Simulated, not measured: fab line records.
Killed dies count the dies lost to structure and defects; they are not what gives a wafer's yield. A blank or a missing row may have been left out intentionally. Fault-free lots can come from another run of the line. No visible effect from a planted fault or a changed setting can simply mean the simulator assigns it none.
Which tool did it? -- flow nand_harc -- Sampling: 13 lots, 39 wafers, 5 of 1159 route steps

## WHAT THE GAUGES SHOWED, per wafer
NHARC_THIN_TSV_CD_MEAS_37. Usual: cd_nm reads 5000.5 nm (standard deviation 2.3).
lot,measured,on,cd_nm (nm),flag
L203,day 20 04:35,cd_sem-01,5001.5 5000.7 5001.2,
L202,day 20 07:11,cd_sem-03,5003.0 5000.3 4999.3,
L205,day 20 08:13,cd_sem-03,4998.3 4999.4 4997.2,
L209,day 21 00:50,cd_sem-03,5000.2 5000.8 4999.7,
L208,day 21 08:35,cd_sem-03,5002.5 5003.3 5004.5,
L211,day 21 10:01,cd_sem-03,5001.5 4999.9 5000.6,
L210,day 22 04:28,cd_sem-03,5002.3 5001.6 4998.9,
L215,day 22 21:32,cd_sem-01,5000.0 4999.6 4998.1,
L219,day 23 15:40,cd_sem-02,4996.4 4998.1 4995.5,
L213,day 23 18:10,cd_sem-03,5003.8 5003.3 5004.9,
L217,day 23 21:05,cd_sem-02,5000.6 5001.4 5001.2,
L220,day 24 00:49,cd_sem-02,5002.0 5003.0 5004.8,
L222,day 24 02:03,cd_sem-02,5003.3 5004.1 5004.1,

NHARC_END_SORT_01. Usual: defect_limited_yield 95.5 %, standard deviation 1.4; killed_at_array 27, standard deviation 9.8; killed_at_other 0.6, standard deviation 0.83; killed_at_periphery 3.5, standard deviation 2.4; killed_dies 31, standard deviation 9.6; killed_open 3.1, standard deviation 1.9; killed_short 2.0, standard deviation 1.5; sort_bin_2_pct 1.4 %, standard deviation 0.6; sort_bin_3_pct 0.26 %, standard deviation 0.23; sort_bin_4_pct 2.8 %, standard deviation 0.89; sort_n_pass 646, standard deviation 9.6; sort_rim_yield_pct 96.6 %, standard deviation 2.5; sort_yield_pct 95.5 %, standard deviation 1.4.
lot,measured,on,defect_limited_yield (%),killed_at_array,killed_at_other,killed_at_periphery,killed_dies,killed_open,killed_short,sort_bin_2_pct (%),sort_bin_3_pct (%),sort_bin_4_pct (%),sort_n_pass,sort_rim_yield_pct (%),sort_yield_pct (%),flag
L202,day 21 01:56,prober-01,97.5 97.6 98.1,14 14 9,1 0 1,2 2 3,17 16 13,2 4 1,2 2 3,0.4 0.6 0.7,0 0 0.15,2.1 1.8 1.0,660 661 664,97.2 94.3 96.2,97.5 97.6 98.1,
L209,day 21 10:04,prober-02,95.3 94.2 94.5,30 34 32,1 1 0,1 4 5,32 39 37,2 1 3,0 0 2,1.9 1.8 1.5,0.44 0.15 0.59,2.4 3.8 3.4,645 638 640,100.0 99.1 96.2,95.3 94.2 94.5,
L208,day 21 17:29,prober-01,94.7 96.3 95.0,31 23 26,1 1 3,4 1 5,36 25 34,4 4 3,4 4 3,1.6 1.2 1.9,0.44 0.15 0.59,3.2 2.4 2.5,641 652 643,98.1 96.2 93.4,94.7 96.3 95.0,
L211,day 21 19:28,prober-02,94.5 93.2 93.1,35 42 44,0 0 1,2 4 2,37 46 47,2 3 2,3 4 0,1.9 2.1 2.8,0.15 0.30 0.59,3.4 4.4 3.5,640 631 630,97.2 98.1 98.1,94.5 93.2 93.1,
L210,day 22 13:37,prober-01,94.4 95.7 94.7,36 26 32,1 0 0,1 3 4,38 29 36,5 2 3,4 1 3,2.7 1.5 2.2,0.30 0.15 0.15,2.7 2.7 3.0,639 648 641,95.3 94.3 95.3,94.4 95.7 94.7,
L215,day 23 04:33,prober-02,97.2 97.6 97.6,8 12 9,1 0 0,10 4 7,19 16 16,2 3 3,1 2 0,1.3 0.4 0.7,0 0.30 0,1.5 1.6 1.6,658 661 661,99.1 98.1 95.3,97.2 97.6 97.6,
L213,day 24 00:34,prober-02,18.8 16.1 17.1,549 564 559,0 0 0,1 4 2,550 568 561,1 4 0,3 4 2,39.0 36.0 35.9,7.68 9.31 8.12,34.6 38.6 38.8,127 109 116,20.8 18.9 12.3,18.8 16.1 17.1,OFF
L217,day 24 15:25,prober-02,18.9 16.2 19.4,549 566 544,0 0 0,0 1 2,549 567 546,1 3 1,1 1 1,32.1 33.7 38.1,8.27 7.98 8.27,40.8 42.1 34.3,128 110 131,24.5 14.2 19.8,18.9 16.2 19.4,OFF
L220,day 24 16:15,prober-01,18.2 18.3 20.1,551 550 538,0 0 0,3 3 3,554 553 541,1 1 0,1 0 1,36.6 36.9 36.0,8.27 8.71 5.76,36.9 36.0 38.1,123 124 136,13.2 17.0 20.8,18.2 18.3 20.1,OFF
L222,day 24 23:17,prober-01,95.0 94.7 95.3,24 32 27,3 1 1,7 3 4,34 36 32,0 1 5,0 0 0,1.8 0.7 2.1,0.30 0.74 0,3.0 3.8 2.7,643 641 645,99.1 94.3 96.2,95.0 94.7 95.3,

## EACH LOT AND THE TOOL THAT RAN IT (in order: tool; ch and the chambers of the sampled wafers; start)
lot,NHARC_A_BONDPAD_ECD_18,NHARC_THIN_TSV_PRE_CLEAN_50,NHARC_THIN_TSV_ANNEAL_52
L203,"ecd_cu-01 ch 0,1, day 19 05:11","pvd_sputter-03, day 20 01:04 or earlier","rtp_anneal-01 ch 0, day 20 01:04"
L202,"ecd_cu-02 ch 0,1, day 19 07:23","pvd_sputter-02, day 20 03:08 or earlier","rtp_anneal-02 ch 0, day 20 03:08"
L205,"ecd_cu-02 ch 0,1, day 19 07:44","pvd_sputter-02, day 20 04:50 or earlier","rtp_anneal-01 ch 0, day 20 04:50"
L209,"ecd_cu-02 ch 0,1, day 20 03:26","pvd_sputter-02, day 20 21:25 or earlier","rtp_anneal-01 ch 0, day 20 21:25"
L208,"ecd_cu-02 ch 0,1, day 20 08:32","pvd_sputter-03, day 21 05:11 or earlier","rtp_anneal-02 ch 0, day 21 05:11"
L211,"ecd_cu-02 ch 0,1, day 20 14:16","pvd_sputter-02, day 21 06:22 or earlier","rtp_anneal-01 ch 0, day 21 06:22"
L210,"ecd_cu-02 ch 0,1, day 21 04:39","pvd_sputter-01, day 22 01:09 or earlier","rtp_anneal-01 ch 0, day 22 01:09"
L215,"ecd_cu-02 ch 0,1, day 21 18:02","pvd_sputter-03, day 22 18:18 or earlier","rtp_anneal-02 ch 0, day 22 18:18"
L219,"ecd_cu-01 ch 0,1, day 22 15:58","pvd_sputter-03, day 23 10:55 or earlier","rtp_anneal-02 ch 0, day 23 10:55"
L213,"ecd_cu-02 ch 0, day 22 18:19","pvd_sputter-02, day 23 12:40 or earlier","rtp_anneal-02 ch 0, day 23 12:40"
L217,"ecd_cu-02 ch 0,1, day 22 21:14","pvd_sputter-03, day 23 17:16 or earlier","rtp_anneal-01 ch 0, day 23 17:16"
L220,"ecd_cu-02 ch 0,1, day 22 22:22","pvd_sputter-03, day 23 21:28 or earlier","rtp_anneal-01 ch 0, day 23 21:28"
L222,"ecd_cu-01 ch 0,1, day 23 03:31","pvd_sputter-01, day 23 22:47 or earlier","rtp_anneal-02 ch 0, day 23 22:47"
- NHARC_A_BONDPAD_ECD_18: material Cu, target thk 400 nm.
- NHARC_THIN_TSV_PRE_CLEAN_50: time 30 s.
- NHARC_THIN_TSV_ANNEAL_52: time 90 s.

## AS READ BY THE TOOLS THEMSELVES (means over the sampled wafers that have a number; for cases with no such wafer, the mark the record gives instead)
NHARC_A_BONDPAD_ECD_18. Usual: bath_heat_duty_pct 6.4 %, standard deviation 0.84; bath_temp_c 25.01 C, standard deviation 0.098.
lot,tool,bath_heat_duty_pct (%),bath_temp_c (C),flag
L203,ecd_cu-01,7.2,24.98,
L202,ecd_cu-02,5.7,25.06,
L205,ecd_cu-02,5.8,25.00,
L209,ecd_cu-02,6.1,25.03,
L208,ecd_cu-02,6.1,25.00,
L211,ecd_cu-02,6.0,25.01,
L210,ecd_cu-02,5.7,25.02,
L215,ecd_cu-02,5.5,24.93,
L219,ecd_cu-01,7.3,24.98,
L213,ecd_cu-02,5.3,25.05,
L217,ecd_cu-02,6.2,24.96,
L220,ecd_cu-02,5.5,25.16,
L222,ecd_cu-01,7.0,24.86,

NHARC_THIN_TSV_PRE_CLEAN_50. Usual: heater_power_w 397 W, standard deviation 33; susceptor_temp_C 280.00 C, standard deviation 0.18.
lot,tool,heater_power_w (W),susceptor_temp_C (C),flag
L203,pvd_sputter-03,384,279.92,
L202,pvd_sputter-02,413,280.08,
L205,pvd_sputter-02,397,280.03,
L209,pvd_sputter-02,433,280.08,
L208,pvd_sputter-03,387,280.11,
L211,pvd_sputter-02,418,280.05,
L210,pvd_sputter-01,404,280.08,
L215,pvd_sputter-03,385,280.03,
L219,pvd_sputter-03,398,280.06,
L213,pvd_sputter-02,419,279.88,
L217,pvd_sputter-03,390,280.02,
L220,pvd_sputter-03,378,280.10,
L222,pvd_sputter-01,398,279.93,

NHARC_THIN_TSV_ANNEAL_52. Usual: wafer_temp_C_max reads 225.89 (standard deviation 0.22).
lot,tool,wafer_temp_C_max,flag
L203,rtp_anneal-01,225.62,
L202,rtp_anneal-02,225.82,
L205,rtp_anneal-01,225.81,
L209,rtp_anneal-01,225.77,
L208,rtp_anneal-02,225.87,
L211,rtp_anneal-01,226.01,
L210,rtp_anneal-01,226.12,
L215,rtp_anneal-02,225.89,
L219,rtp_anneal-02,226.01,
L213,rtp_anneal-02,225.83,
L217,rtp_anneal-01,225.73,
L220,rtp_anneal-01,225.86,
L222,rtp_anneal-02,226.20,

## THE ANSWER, worked out from the rows above alone
Rule: a lot is off if the mean of its wafers that have a number lies more than 3 standard deviations from the usual mean. Also off: a lot with no number at a reading for which 4 or more lots have one. The other lots that the step has rows for count as sound. After the gauges, taken in route order, come the tools' own readings; for these a lot's mean is taken, as printed above. At the first step where some lot is off, the reading lying furthest off is the one used; lots without a number count as furthest.
Off at NHARC_END_SORT_01 (sort_bin_2_pct): L213, L217, L220. Neither off nor sound, because the step has no rows for them: L203, L205, L219.
If a tool, at a process step before that reading, ran all the lots that are off and no sound lot after the first of them, it fits. Gauges at NHARC_END_SORT_01: tried the same way as those tools. NHARC_THIN_TSV_PRE_CLEAN_50: start missing for some lots; hours and lot order therefore follow NHARC_THIN_TSV_ANNEAL_52. One candidate fits, namely ecd_cu-02 at NHARC_A_BONDPAD_ECD_18. A fault onset in the window from L215 (day 21 18:02, its last sound lot) to L213 (day 22 18:19, its first lot off) fits.

## WHAT THE SIMULATOR PUT IN
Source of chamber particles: ecd_cu-02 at NHARC_A_BONDPAD_ECD_18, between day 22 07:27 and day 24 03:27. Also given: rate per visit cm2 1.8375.
Shown lots that were struck: L213, L217, L220. This agrees with what the rule above found.
